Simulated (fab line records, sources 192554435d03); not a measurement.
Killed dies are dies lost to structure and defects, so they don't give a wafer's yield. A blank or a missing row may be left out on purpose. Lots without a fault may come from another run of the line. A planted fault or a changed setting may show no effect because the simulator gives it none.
Chamber matching | flow n5_finfet | N5_STI_FIN_REVEAL_ALD_14 on ald_sin-03: 4 sister chambers
The step deposits Si3N4, target thk 3 nm. 4 wafers are shown with their chamber, then 10 later ones without.

WAFERS WITH THEIR CHAMBER
wafer  | chamber | heater_power_w (W)
L086.6 | 2       | 1089
L090.5 | 3       | 714
L091.1 | 1       | 837
L091.4 | 0       | 814

WAFERS WITHOUT THEIR CHAMBER
wafer  | heater_power_w (W)
L091.6 | 836
L093.1 | 703
L093.3 | 809
L093.5 | 830
L096.1 | 1043
L096.2 | 869
L096.3 | 814
L097.4 | 1047
L097.5 | 836
L097.6 | 1084

WHICH CHAMBER EACH WENT THROUGH
wafer  | from the rows above     | in truth
L091.6 | can't be placed: 1 or 0 | 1
L093.1 | 3                       | 3
L093.3 | can't be placed: 0 or 1 | 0
L093.5 | can't be placed: 1 or 0 | 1
L096.1 | 2                       | 2
L096.2 | can't be placed: 1 or 0 | 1
L096.3 | can't be placed: 0 or 1 | 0
L097.4 | 2                       | 2
L097.5 | can't be placed: 1 or 0 | 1
L097.6 | 2                       | 2
Placed correctly: 4 of 10. Can't be placed from these rows: 6 (the true chamber is among the candidates in 6). Placed wrongly: 0.
How it was worked out, from the rows above alone: a wafer's distance from a chamber is the root of the sum, over the readings, of the square of ((its reading less the chamber's mean) divided by the reading's scatter). The wafer belongs to the nearest chamber; if the next one is less than 2 further off, it can't be placed. A chamber's mean is the mean of its shown wafers. The scatter: with one shown wafer a chamber, the root of the mean of the squares of how far each hidden wafer lies from its nearest shown one.
